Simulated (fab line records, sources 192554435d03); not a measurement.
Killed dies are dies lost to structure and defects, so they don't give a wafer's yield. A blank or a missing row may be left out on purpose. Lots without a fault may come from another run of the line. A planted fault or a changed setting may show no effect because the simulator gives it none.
fab line records | flow n5_finfet
record lots=4 wafers=12 last_day=17
route steps=1938 shown BEOL_M3@1001 BEOL_M4@1021 PASSIVATION@1936
lots that met no fault: from a run of the same line without faults
start_h: hours from the record's first day to the start of the lot's first wafer shown | wait_h: hours since the lot's step before | " the same as in the row above | L1.1+2: a row that stands for several wafers | - no value, or no start given | * or withheld: withheld | < > ~ a bound
route shown NAME@n: a module of which the file shows steps, and the number in the route of the first | usual: mean/standard deviation of fault-free wafers | same: alike in all rows | chamber/n: place in a boat | sites: the reading at each site | _std_site: their standard deviation | _edge_site: outer sites' mean less inner sites' | radius_mm: how far each site lies from the wafer's centre | mask NAME#n: copy n | behind: the tool/chamber that last shaped the wafer | hold: why the lot was held/for how many hours/how that ended | device: the transistor (n, p or np) that didn't switch | end of line: the same wafers' tests at the end of the route | a step without rows: its recipe alone | killed: dies lost to structure and defects at the first sort, not the wafer's yield | map: a wafer's dies, x killed, . not, _ none there
set.NAME: the setting as run; set.NAME@STEP: as run at that earlier step | model.NAME: the simulator's own value behind a step, which no gauge read
lots at some steps of the route; a table a step, a row a wafer
services: from which hour (start_h, from the record's first day; less than 0 if before it) a tool's chamber was out of use, for how many hours, and why
## steps
# step N5_BEOL_M3_ANNEAL_87
# recipe temp_c=400 time_s=240 ambient=vacuum
# step N5_BEOL_M3_SPUTTER_88
# recipe material=Cu target_thk_a=45 temp_c=-20 chamber_pressure_pa=0.07 power_w=withheld time_s=8.29
# step N5_BEOL_M3_ANNEAL_89
# recipe temp_c=400 time_s=240 ambient=vacuum
# step N5_BEOL_M3_SPUTTER_90
# recipe material=Cu target_thk_a=45 temp_c=-20 chamber_pressure_pa=0.07 power_w=withheld time_s=8.29
# step N5_BEOL_M3_ANNEAL_91
# recipe temp_c=400 time_s=240 ambient=vacuum
# step N5_BEOL_M3_SPUTTER_92
# recipe material=Cu target_thk_a=45 temp_c=-20 chamber_pressure_pa=0.07 power_w=withheld time_s=8.29
# step N5_BEOL_M3_ANNEAL_93
# recipe temp_c=400 time_s=240 ambient=vacuum
# step N5_BEOL_M3_SPUTTER_94
# recipe material=Cu target_thk_a=45 temp_c=-20 chamber_pressure_pa=0.07 power_w=withheld time_s=8.29
# step N5_BEOL_M3_ANNEAL_95
# recipe temp_c=400 time_s=240 ambient=vacuum
# step N5_BEOL_M3_SPUTTER_96
# recipe material=Cu target_thk_a=45 temp_c=-20 chamber_pressure_pa=0.07 power_w=withheld time_s=8.29
# step N5_BEOL_M3_ECD_50
# recipe material=Cu target_thk_a=3000
# step N5_BEOL_M3_ANNEAL_51
# recipe temp_c=225 time_s=90 ambient=N2
# step N5_BEOL_M3_CMP_52
# recipe stop_on=SiOC t_overpolish_s=6.8 down_force_psi=1 platen_rpm=50 clearing_platen_down_force_psi=1.5 clearing_platen_rpm=50 post_cmp_clean=cu_alkaline target_thk_nm=40 clearing_platen_pad_velocity_m_s=0.99484 pad_velocity_m_s=0.99484
# usual barrier_field_endpoint_s=24.6/0.61 motor_current_A=6.3/0.61 overpolish_run_s=6.799/0.0093 slurry_flow_ml_min=150.0/0.44 time_to_endpoint_s=63.1/2.5
# columns lot.wafer tool chamber start_h wait_h barrier_field_endpoint_s motor_current_A overpolish_run_s slurry_flow_ml_min time_to_endpoint_s
L330.4 cmp-01 3 177.34 0.3 24.3 6.5 6.803 150.1 61.5
L330.5 " 0 " " 24.1 6.4 6.781 149.2 62.5
L330.6 " 1 " " 24.9 6.6 6.811 149.6 66.0
L335.2 cmp-01 0 221.95 0.2 23.6 6.3 6.800 150.0 61.0
L335.4 " 1 " " 25.0 6.5 6.795 149.6 61.5
L335.6 " 3 " " 24.4 6.3 6.814 150.2 61.9
L334.1 cmp-01 0 223.12 0.3 24.7 6.5 6.786 150.5 64.0
L334.2 " 3 " " 24.1 6.4 6.787 150.0 62.5
L334.6 " 1 " " 25.0 6.7 6.792 150.8 64.8
L349.3 cmp-04 0 293.39 0.2 23.3 5.1 6.806 151.4 63.2
L349.6 " 3 " " 24.5 5.8 6.797 149.9 64.9
L349.5 " 0 " " 23.6 5.3 6.795 151.6 63.3
# step N5_BEOL_M3_PRE_CLEAN_60
# recipe gas=NH3/H2 time_s=15 temp_c=* rf_power_w=300
# step N5_BEOL_M3_CO_CAP_55
# recipe material=Co target_thk_a=20 temp_c=200 precursor=CCTBA/H2 pressure_torr=30 time_s=102.1
# step N5_BEOL_M3_PRE_CLEAN_56
# recipe gas=NH3 time_s=15 temp_c=withheld rf_power_w=300
# step N5_BEOL_M3_DEP_57
# recipe material=SiCN target_thk_a=80 temp_c=withheld precursor=3MS/NH3 pressure_torr=3 rf_w=202 time_s=14
# step N5_BEOL_M3_INSPECT_59
# recipe inspect_instrument=darkfield mode=post_dep
# usual raw_defect_count=72/22
# columns lot.wafer tool chamber start_h wait_h raw_defect_count
L330.4 defect_inspect-01 - 177.83 0.0 70
L330.5 " - " " 111
L330.6 " - " " 66
L335.2 defect_inspect-02 - 222.51 0.0 405
L335.4 " - " " 424
L335.6 " - " " 389
L334.1 defect_inspect-01 - 223.73 0.0 360
L334.2 " - " " 358
L334.6 " - " " 400
L349.3 defect_inspect-01 - 293.93 0.0 51
L349.5 " - " " 58
L349.6 " - " " 46
# step N5_BEOL_M4_ILD_DEP_00
# recipe material=SiOC target_thk_a=790 temp_c=350 precursor=DEMS/O2 pressure_torr=5 rf_w=500 time_s=15.3
# step N5_BEOL_M4_PECVD_72
# recipe material=SiO2 target_thk_a=160 temp_c=400 precursor=TEOS/O2 pressure_torr=5.5 rf_w=450 teos_flow_sccm=53.8 gas=O2 flow_sccm=3000 time_s=18
# step N5_BEOL_M4_HM_DEP_02
# recipe material=TiN target_thk_a=200 temp_c=25 chamber_pressure_pa=0.49996
# step N5_BEOL_M4_COAT_61
# recipe resist=SOC temp_c=250 time_s=60 spin_rpm=1500 resist_thk_nm=60
# step N5_BEOL_M4_COAT_62
# recipe resist=SiARC temp_c=220 time_s=60 spin_rpm=1500 resist_thk_nm=12
# step N5_BEOL_M4_COAT_73
# recipe resist=underlayer temp_c=205 time_s=60 spin_rpm=1500 resist_thk_nm=5
# step N5_BEOL_M4_COAT_05
# recipe resist=CAR-EUV spin_rpm=1500 resist_thk_nm=30
# step N5_BEOL_M4_EBR_07
# recipe solvent=PGMEA ebr_width_mm=1.5
# step N5_BEOL_M4_SOFTBAKE_06
# recipe temp_c=110 time_s=60 resist=CAR-EUV
# step N5_BEOL_M4_EXPOSE_08
# recipe mask_id=M4 na=0.33 source_shape=dipole sigma_inner=0.369 sigma_outer=0.767 polarization=unpolarized dose_mj=41.25
# step N5_BEOL_M4_PEB_09
# recipe peb_temp_c=100 peb_time_s=60 resist=CAR-EUV
# step N5_BEOL_M4_DEVELOP_10
# recipe develop_time_s=30 developer=TMAH resist=CAR-EUV rinse_liquid=surfactant_rinse dry=air_spin dev_temp_c=23
# step N5_BEOL_M4_INSPECT_13
# recipe mode=adi inspect_instrument=brightfield
# usual raw_defect_count=422/100
# columns lot.wafer tool chamber start_h wait_h raw_defect_count
L330.4 defect_inspect-01 - 178.71 0.0 494
L330.5 " - " " 793
L330.6 " - " " 647
L335.2 defect_inspect-01 - 224.84 0.0 666
L335.4 " - " " 749
L335.6 " - " " 682
L334.1 defect_inspect-02 - 224.93 0.1 762
L334.2 " - " " 678
L334.6 " - " " 904
L349.3 defect_inspect-01 - 295.25 0.0 410
L349.5 " - " " 403
L349.6 " - " " 483
# step N5_BEOL_M4_DESCUM_16
# recipe chemistry=O2 time_s=7 source_power_w=50 bias_power_w=20 pressure_mtorr=20 rf_frequency_hz=2.712e+07 temp_c=40 resist=CAR-EUV o2_flow_sccm=225
# step N5_BEOL_M4_RC_MEAS_101
# usual DIBL_N=36.3/1.2 DIBL_P=36.7/1.5 IOFF_N=0.164/0.02 IOFF_P=0.214/0.024 ION_N=673/8.5 ION_P=461/5.9 SS_N=71.6/0.44 SS_P=73.3/0.55 VT_N=249.4/2.4 VT_P=-250.0/2.3
# columns lot.wafer tool chamber start_h wait_h DIBL_N[mV/V] DIBL_P[mV/V] IOFF_N[nA/um] IOFF_P[nA/um] ION_N[uA/um] ION_P[uA/um] SS_N[mV/dec] SS_P[mV/dec] VT_N[mV] VT_P[mV]
L330.4 prober-01 0 189.46 0.5 33.7 33.1 0.113 0.149 659 450 71.1 72.2 256.6 -254.5
L330.5 " 0 " " 36.2 36.5 0.157 0.192 671 459 71.8 72.8 252.7 -252.7
L330.6 " 0 " " 36.8 36.6 0.163 0.192 671 454 71.8 73.9 252.7 -250.6
L335.2 prober-01 0 232.39 0.2 37.4 38.2 0.176 0.252 673 467 72.1 73.2 248.4 -246.0
L335.4 " 0 " " 36.3 37.4 0.160 0.228 664 460 71.9 73.2 248.9 -250.0
L335.6 " 0 " " 37.3 38.4 0.179 0.254 678 466 71.8 74.4 247.0 -246.8
L334.1 prober-01 0 233.70 0.0 35.2 36.6 0.156 0.211 676 465 70.9 72.7 247.4 -249.8
L334.2 " 0 " " 35.7 36.8 0.159 0.204 677 457 71.3 73.1 248.4 -252.8
L334.6 " 0 " " 35.8 37.0 0.169 0.213 676 459 71.2 72.8 249.8 -250.5
L349.3 prober-02 0 307.49 0.3 37.3 39.5 0.178 0.237 679 466 71.8 73.9 250.1 -250.4
L349.5 " 0 " " 38.1 40.5 0.196 0.242 682 467 72.0 74.5 247.9 -249.3
L349.6 " 0 " " 36.9 39.9 0.183 0.241 688 469 71.3 73.9 247.6 -249.9
# step N5_PASSIVATION_PROBE_49
# usual defect_limited_yield=91.2/1.5 killed_at_M0_to_M3=35/11 killed_at_M4_up=13/5.6 killed_at_contacts=13/6.3 killed_at_front_end=38/12 killed_at_other=3.7/2.9 killed_dies=104/18 killed_on_rim=14/3.8 killed_open=69/13 killed_short=34/8.3 sort_bin_5_function=5.2/0.95 sort_bin_6_memory=3.3/0.68 sort_n_pass=1076/18 sort_yield_pct=91.2/1.5
# same gross_dies=1180 killed_at_back_side=0 sort_bin_4_leakage[%]=0 sort_bin_8_speed[%]=0
# columns lot.wafer tool chamber start_h wait_h defect_limited_yield[%] killed_at_M0_to_M3 killed_at_M4_up killed_at_contacts killed_at_front_end killed_at_other killed_dies killed_on_rim killed_open killed_short sort_bin_5_function[%] sort_bin_6_memory[%] sort_n_pass sort_yield_pct[%]
L334.1 prober-01 - 333.56 0.0 70.3 290 16 13 27 5 351 43 47 35 18.7 9.2 829 70.3
L334.2 prober-01 - 333.61 0.1 72.8 263 8 13 30 7 321 47 49 29 15.5 10.3 859 72.8
L334.6 prober-01 - 333.81 0.3 69.7 296 14 12 33 3 358 35 42 23 18.6 10.1 822 69.7
L335.2 prober-01 - 338.19 0.2 70.7 288 9 8 39 2 346 43 45 37 18.6 9.2 834 70.7
L335.4 prober-01 - 338.29 0.3 69.7 298 11 13 34 1 357 42 62 32 18.1 10.0 823 69.7
L335.6 prober-01 - 338.39 0.4 69.8 300 10 6 40 0 356 55 61 20 18.5 10.1 824 69.8
# killed by level:class
L334.1 BEOL_M3:unspecified=269 FIN_SAQP:geometric_particle:open=9 MOL_CONTACT_COAG:geometric_particle:open=8 BEOL_M0_SAQP:geometric_particle:open=6 MOL_CONTACT_COAG:geometric_particle:short=5 BEOL_M0_SAQP:geometric_particle:short=5 STI_FIN_REVEAL:geometric_particle:open=3 GATE_CUT:geometric_particle:short=3
L334.2 BEOL_M3:unspecified=243 MOL_CONTACT_COAG:geometric_particle:open=11 BEOL_M0_SAQP:geometric_particle:short=7 BEOL_M0_SAQP:geometric_particle:open=6 FIN_SAQP:geometric_particle:open=5 FIN_SAQP:geometric_particle:short=5 STI_FIN_REVEAL:geometric_particle:open=5 BEOL_M4:geometric_particle:open=5
L334.6 BEOL_M3:unspecified=291 FIN_SAQP:geometric_particle:open=10 MOL_CONTACT_COAG:geometric_particle:open=10 FIN_SAQP:geometric_particle:short=8 BEOL_M4:geometric_particle:open=5 GATE_CUT:geometric_particle:short=3 BEOL_M7:geometric_particle:open=3 ILD0:geometric_particle:short=2
L335.2 BEOL_M3:unspecified=264 FIN_SAQP:geometric_particle:short=13 MOL_CONTACT_COAG:geometric_particle:open=7 FIN_SAQP:geometric_particle:open=5 STI_FIN_REVEAL:geometric_particle:open=5 BEOL_M0_SAQP:geometric_particle:short=5 BEOL_M2:geometric_particle:open=5 STARTING-WAFER:geometric_particle:short=5
L335.4 BEOL_M3:unspecified=262 MOL_CONTACT_COAG:geometric_particle:open=12 BEOL_M2:geometric_particle:open=11 STI_FIN_REVEAL:geometric_particle:open=9 GATE_CUT:geometric_particle:open=5 GATE_CUT:geometric_particle:short=5 BEOL_M0_SAQP:geometric_particle:short=5 BEOL_M1:geometric_particle:open=5
L335.6 BEOL_M3:unspecified=275 STI_FIN_REVEAL:geometric_particle:open=12 FIN_SAQP:geometric_particle:open=9 BEOL_M3:geometric_particle:open=8 BEOL_M1:geometric_particle:open=7 FIN_SAQP:geometric_particle:short=5 DUMMY_GATE:geometric_particle:open=4 MOL_CONTACT_COAG:geometric_particle:open=4
# map L334.6 (x killed, . not)
_________________...x.x.x....________________
______________.................._____________
___________.x....xx...xx.........x.__________
__________..xx.x.x...xxx...xx...x.x._________
________...x.....xx..x..x.....x..x...._______
_______.x.....xxx...x..x........xx.....______
______.x..x.xx......xxx...x......x.x..xx_____
_____...xx.x..xxx....x.x.xx...........x..____
____...x...x.x..xx.........x.x.x..xxxxxx..___
___x.x.....x.......x..........x.x...xxxx...__
___x..xx.....xxx.x.......x......x........x.__
__..xxxxx...xxx..x.x......x.x..xx....x...x.._
__...x....x..xx.x...x.....x.xxx..xx.x..x...._
_x..x..x.xx........x...x.x..xx..x.x..x....x..
_xx.x.....x.....xxx...x...x......xx.xx.x.x...
_.x..x..xxxx.xxx...x............xx....x....xx
_.......x....xx.......x..x..xx.....x.........
_.............xx......x.........x.x....x.x.xx
_x..xx...x.x....xxx..xxxxx.x...xx.x.x.x...x.x
_......x.xx..x..x.....xxx....x..xx..x.x...x..
_....xxx.xx.x.x.x.xx..x...x..........x.......
__x........xx..xx...x...xxx.x..x....x.x..x.._
__...x...x...x..x..x...xx..xxx...x..xx......_
___.......x.x..x.x..x..x.......x.x.xxx...x.__
___x....x.......x.....xx.x..x..xx.....xx..x__
____...xxx...x.xx...........xxxx.x.....x.x___
_____...xxxx..xx.x.x........x.....x..xxx.____
______.x..x....xxx..x....x.x..x.x.....x._____
_______..x.....x.xx.x.x.x.........x.x..______
________x.......xxxx..xxx.......x....._______
__________x..xx.x..xx.x............._________
___________.x....x...x..x.....x.xxx__________
______________.x...x.....x..x..._____________
_________________.xx.........________________
# map L335.4 (x killed, . not)
_________________...x..x.xx.x________________
______________........xxx...x..x_____________
___________....xxx.........x......x__________
__________..xx..x....xxx...x..xx.xx._________
________xx..x..........xx...x......x.._______
_______.x.xx....x..xx..x.x.x.....x.x.x.______
______...x..x..x...xx...xx.x............_____
_____....x..x.....xxxxxxxx..........x....____
____x..x.x...x...x.x.x..xx.x.x......xxx...___
___........x.x...xx..x.....x.....xxxx......__
___........x.....x...x.xx.....x..xxx.......__
__...xx.x..xx.x.........xxx.x..x...x......xx_
__...xx.x...x.x...xx.x.......x...x...xx....._
_x....xxx..x.x....x....x.x..x.x.....x........
_.......xx...x...x.xx...xxxx.xxx...x.x.x...x.
_x..xx..xx.....x.x.x.x.x.xx...x......xx...xxx
_.xx..x.x..x....x....x....xx....x...x.x..xx..
_x..x.xx....x..x....x......x.xx..........x...
_xx.x..x.x...xx...........xx...x......x...x.x
_...xx..x......x..x.....x.x..........x.xx.xxx
_....x...x..xxx.....xx.........x.x.x........x
__....xx.x..x...xx.x..x..xx.........x....x.._
__.x...x..x....xx.x...x.........x.x..x..xx.._
___.x...x.....x..x.......x......xx..x..xx..__
___..........x..x.....x...x.....x.....xx...__
____.x.......x...xxx.x.x..x...xxx.xxx...x.___
_____....x.xx.....xx.x.x.x.x.xxx.xx.x....____
______..x......x..x....xx....xx..xxxx.xx_____
_______x..xx.x............x...x..x.....______
________x....xx...x.x..x......x......._______
__________x..x.x.x...xx.x.....x..x.._________
___________....x....xx...xx..x.xx..__________
______________.x..x..xx........._____________
_________________x.x..x..x.xx________________
## services
# columns tool chamber start_h hours kind
cmp-04 - 166.09 6.3 pm
cmp-04 - 174.50 1.8 repair
cmp-04 - 212.57 4.0 pm
cmp-04 - 216.57 - consumable_replace:conditioner
cmp-04 - 216.57 - consumable_replace:pad
cmp-04 - 253.81 6.2 pm
cmp-01 - 263.13 2.2 repair
cmp-01 - 266.86 4.0 pm
cmp-01 - 270.86 - consumable_replace:conditioner
cmp-01 - 270.86 - consumable_replace:pad
## key
first_sign step=N5_BEOL_M3_INSPECT_59 reading=raw_defect_count direction=up sigmas=15 usual=72 struck=389
effect step=N5_BEOL_M4_INSPECT_13 reading=raw_defect_count direction=up sigmas=3.1 usual=422 struck=740
effect step=N5_PASSIVATION_PROBE_49 reading=killed_at_M0_to_M3 direction=up sigmas=23 usual=35 struck=289
more_kills_born_at N5_BEOL_M3_CMP_52@cmp-01=1604
met_at N5_BEOL_M3_CMP_52
struck_wafers L334.1,L334.2,L334.6,L335.2,L335.4,L335.6
onset_between 177.34 221.95
fault kind=chamber_particle_source tool=cmp-01 chamber=- onset_h=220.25 steps=N5_BEOL_M3_CMP_52 rate_per_visit_cm2=0.51241 end_h=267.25
